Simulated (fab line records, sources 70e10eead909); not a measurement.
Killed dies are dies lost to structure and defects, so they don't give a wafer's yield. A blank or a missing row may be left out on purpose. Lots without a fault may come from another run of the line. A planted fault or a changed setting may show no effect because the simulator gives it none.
A struck lot beside a sound one | flow nand_harc | 43 steps out of a route of 1159
Sound: wafers L977.2, L977.4, L977.5. Struck: wafers L993.2, L993.3, L993.5. The cause comes at the end.
At each step with rows: each side's tool, then ch and its chambers, then its first start. Under that, the readings that differ: sound wafers | struck wafers | difference of the means | sigmas: that difference in standard deviations of wafers without a fault.
alike: readings whose means differ by less than 2 such deviations, and words and numbers that are the same on both sides. not compared: withheld readings, readings that some wafer has no value for, bounds like >300 that may hide the same value, and numbers for which the record gives no deviation and whose values overlap.
The two part at a step that has a row with sigmas, a row that says differs or no value, or rows on one side only. Numbers that don't overlap but have no deviation are shown without sigmas and don't part them. A reading that every wafer of one side lacks parts them only if that side has two wafers or more.

first, 1 step without rows for these wafers: NHARC_A_CONTACT_DEVELOP_41 (develop time 35 s).
NHARC_A_CONTACT_CD_MEAS_42: target cd 200 nm.
  sound on cd_sem-01 ch 0, day 17 16:08; struck on cd_sem-01 ch 0, day 20 13:23
  alike: cd_nm
NHARC_A_CONTACT_OVL_MEAS_43:
  sound on overlay-01, day 17 16:13; struck on overlay-01, day 20 13:28
  alike: overlay_x_nm, overlay_y_nm
NHARC_A_CONTACT_INSPECT_44:
  sound on defect_inspect-02, day 17 16:15; struck on defect_inspect-02, day 20 13:30
  alike: raw_defect_count
then, 5 steps without rows for these wafers: NHARC_A_CONTACT_DESCUM_47 (chemistry O2, time 3 s); NHARC_A_CONTACT_ETCH_48 (etches the open film in CF4, target depth 39 nm, time 65 s); NHARC_A_CONTACT_ETCH_49 (etches the open film in N2/H2, target depth 260 nm, time 475.3 s); NHARC_A_CONTACT_ETCH_50 (etches the open film in CF4/CHF3, target depth 84.7 nm, time 42.4 s); NHARC_A_CONTACT_ETCH_51 (etches the open film in O2/COS, target depth 3600 nm, time 936 s).
NHARC_A_CONTACT_ETCH_111: etches the open film in C4F8/O2/Ar, time 140 s, target depth 700 nm.
  sound on har_cap_etch-03 ch 0,1, day 17 17:34; struck on har_cap_etch-03 ch 0,1, day 20 14:50
  alike: chamber_pressure_mTorr
  not compared: rf_hours_counter_h
then, 1 step without rows for these wafers: NHARC_A_CONTACT_ETCH_112 (etches the open film in C4F8/O2/Ar, time 94 s, target depth 922 nm).
NHARC_A_CONTACT_ETCH_113: etches the open film in C4F8/O2/Ar, time 94 s, target depth 922 nm.
  sound on har_cap_etch-03 ch 0,1, day 17 17:52; struck on har_cap_etch-03 ch 0,1, day 20 15:13
  alike: chamber_pressure_mTorr
  not compared: rf_hours_counter_h
NHARC_A_CONTACT_ETCH_114: etches the open film in C4F8/O2/Ar, time 94 s, target depth 922 nm.
  sound on har_cap_etch-03 ch 0,1, day 17 17:58; struck on har_cap_etch-03 ch 0,1, day 20 15:20
  alike: chamber_pressure_mTorr
  not compared: rf_hours_counter_h
then, 3 steps without rows for these wafers: NHARC_A_CONTACT_ETCH_115 (etches the open film in C4F8/O2/Ar, time 94 s, target depth 922 nm); NHARC_A_CONTACT_ETCH_116 (etches the open film in C4F8/O2/Ar, time 94 s, target depth 922 nm); NHARC_A_CONTACT_ETCH_117 (etches the open film in C4F8/O2/Ar, time 94 s, target depth 922 nm).
NHARC_A_CONTACT_ETCH_118: etches the open film in C4F8/O2/Ar, time 94 s, target depth 922 nm.
  sound on har_cap_etch-03 ch 0,1, day 17 18:19; struck on har_cap_etch-03 ch 0,1, day 20 15:50
  alike: chamber_pressure_mTorr
  not compared: rf_hours_counter_h
then, 3 steps without rows for these wafers: NHARC_A_CONTACT_ETCH_119 (etches the open film in C4F8/O2/Ar, time 94 s, target depth 922 nm); NHARC_A_CONTACT_ETCH_120 (etches the open film in C4F8/O2/Ar, time 94 s, target depth 922 nm); NHARC_A_CONTACT_ETCH_121 (etches the open film in C4F8/O2/Ar, time 94 s, target depth 922 nm).
NHARC_A_CONTACT_ETCH_122: etches the open film in C4F8/O2/Ar, time 95 s, target depth 930 nm.
  sound on har_cap_etch-03 ch 0,1, day 17 18:41; struck on har_cap_etch-03 ch 0,1, day 20 16:19
  alike: chamber_pressure_mTorr
  not compared: rf_hours_counter_h
then, 3 steps without rows for these wafers: NHARC_A_CONTACT_ETCH_123 (etches the open film in C4F8/O2/Ar, time 253 s, target depth 1090 nm); NHARC_A_CONTACT_ETCH_90 (etches the open film in CH3F/O2, target depth 40 nm, time 85.7 s); NHARC_A_CONTACT_ETCH_96 (etches the open film in C4F6/O2, target depth 20 nm, time 10 s).
NHARC_A_CONTACT_CD_MEAS_53:
  sound on cd_sem-03, day 17 19:35; struck on cd_sem-03, day 20 17:22
  alike: cd_nm
then, 7 steps without rows for these wafers: NHARC_A_CONTACT_STRIP_99 (strips in N2/H2); NHARC_A_CONTACT_STRIP_100 (strips in CF4/CHF3); NHARC_A_CONTACT_STRIP_101 (strips in O2/COS); NHARC_A_CONTACT_ETCH_102 (etches the open film in CF4/O2, target depth 70 nm, overetch 7 nm, time 38.5 s); NHARC_A_CONTACT_STRIP_55 (strips in O2); NHARC_A_CONTACT_STRIP_56 (strips in post etch residue remover, time 600 s); NHARC_A_CONTACT_DEP_57 (deposits aC, target thk 2800 nm).
NHARC_A_CONTACT_DEP_58: deposits SiON, target thk 60 nm.
  sound on pecvd-04 ch 0,2, day 17 22:32; struck on pecvd-04 ch 0,1, day 20 21:10
  alike: chamber_pressure_Torr, heater_power_w
then, 9 steps without rows for these wafers: NHARC_A_CONTACT_DEHYDRATE_59 (time 120 s); NHARC_A_CONTACT_HMDS_60 (time 30 s); NHARC_A_CONTACT_COAT_61 (time 75 s); NHARC_A_CONTACT_COAT_62 (time 65 s); NHARC_A_CONTACT_COAT_63 (resist thk 90 nm); NHARC_A_CONTACT_SOFTBAKE_64 (time 55 s); NHARC_A_CONTACT_EBR_65; NHARC_A_CONTACT_EXPOSE_66 (exposes mask A CC 2); NHARC_A_CONTACT_PEB_67 (peb time 65 s).
-- the record jumps here: 3 days lie between the struck wafers' starts before and after (it left off in module A_CONTACT and takes up again in module END, whose first step shown is number 1159 of the route) --
NHARC_END_SORT_01:
  sound on prober-02 ch 0, day 20 16:13; struck on prober-02 ch 0, day 23 13:28
  reading         | sound    | struck      | difference | sigmas
  killed_at_array | 23 20 20 | 109 99 100  | +82        | +8
  killed_dies     | 25 22 24 | 114 106 106 | +85        | +9
  alike: killed_at_other, killed_at_periphery, killed_open, killed_short

WHERE THEY PART
Only at NHARC_END_SORT_01, within this record.

WHY: what the simulator had put in
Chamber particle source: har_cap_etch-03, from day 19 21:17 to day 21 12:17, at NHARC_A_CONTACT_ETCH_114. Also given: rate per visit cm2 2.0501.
